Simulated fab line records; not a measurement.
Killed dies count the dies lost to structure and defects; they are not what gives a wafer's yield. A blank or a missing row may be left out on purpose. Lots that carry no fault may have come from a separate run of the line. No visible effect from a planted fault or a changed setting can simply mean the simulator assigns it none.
Split-lot experiment	flow n5 finfet	23 wafers read from 5 lots, route of 1938 steps

THE SPLIT ITSELF
At N5_MOL_CONTACT_COAG_CVD_140 (deposits W, target thk 66.5 nm, time 215 s), the setting target thk a was moved away from the recipe's 665 angstrom on 10 of the 23 wafers read, by -9.7% to +8.5%. The other wafers ran this setting at the recipe's value.

The reading is taken at the split's own step.

THE READING
W_of_MOL_CONTACT_COAG_CVD_140.thk nm (the simulator's own value, which no gauge read), in nm, at N5_MOL_CONTACT_COAG_CVD_140 (deposits W, target thk 66.5 nm, time 215 s). The file gives no usual value for it. Across the 13 wafers here that went through the recipe, the average is 66.7 nm and the standard deviation 0.64 nm.

wafer	tool, chamber at the split	target thk a as run, angstrom	against the recipe	W_of_MOL_CONTACT_COAG_CVD_140.thk nm, nm	against lot-mates on the recipe
L078.2	cvd w-01, 0	665	recipe	65.8	-
L078.3	cvd w-01, 1	609.1	-8.4%	60.2	-5.8
L078.4	cvd w-01, 0,1	609.1	-8.4%	60.8	-5.2
L078.5	cvd w-01, 0,1	609.1	-8.4%	60.8	-5.2
L078.6	cvd w-01, 0	665	recipe	66.2	-
L079.1	cvd w-01, 1	721.7	+8.5%	72.6	+5.6
L079.2	cvd w-01, 0	665	recipe	66.4	-
L079.4	cvd w-01, 1	665	recipe	67.8	-
L079.5	cvd w-01, 0	721.7	+8.5%	72.2	+5.2
L079.6	cvd w-01, 1	665	recipe	66.8	-
L080.1	cvd w-01, 1	665	recipe	66.6	-
L080.2	cvd w-01, 0	689.7	+3.7%	68.6	+2.3
L080.3	cvd w-01, 0	665	recipe	65.6	-
L080.4	cvd w-01, 1	665	recipe	66.8	-
L080.5	cvd w-01, 1	689.7	+3.7%	68.8	+2.5
L082.1	cvd w-02, 1	665	recipe	67.4	-
L082.4	cvd w-02, 0	665	recipe	66.6	-
L082.6	cvd w-02, 0	665	recipe	67.6	-
L091.2	cvd w-02, 1	665	recipe	67.2	-
L091.3	cvd w-02, 1	665	recipe	66.4	-
L091.4	cvd w-02, 1	600.7	-9.7%	60.2	-6.6
L091.6	cvd w-02, 1	600.7	-9.7%	60.2	-6.6
L091.5	cvd w-02, 1	600.7	-9.7%	61.2	-5.6
The file does not say which wafer passed through which chamber wherever a row lists several chambers: such a row stands for several wafers.

THE FIT
A straight line over all 23 wafers: W_of_MOL_CONTACT_COAG_CVD_140.thk nm changes by +0.665 nm for each +1% of target thk a; r = +0.99; the points scatter about the line by 0.6 nm.
The same after taking each lot's own level away (the mean of its wafers on the recipe; 23 wafers): +0.642 nm for each +1%; r = +0.99; scatter 0.43 nm.
The reading moves by 6.2 nm for the largest change in target thk a, on that fit.
Across the lots, their own levels run from 66.00 to 67.20 nm, a range of 1.9 times the standard deviation given above.
Hence the lot-to-lot level has little effect on the slope; both slopes agree.
Check: with one of the wafers moved furthest among these (-9.7%) left out of the fit, the line predicts -6.15 nm for it against its lot-mates. Against them it came out at -6.6 nm.

THE FILE'S OWN FIT
W_of_MOL_CONTACT_COAG_CVD_140.thk nm changes by +0.642 nm for each +1% of target thk a, r = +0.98.
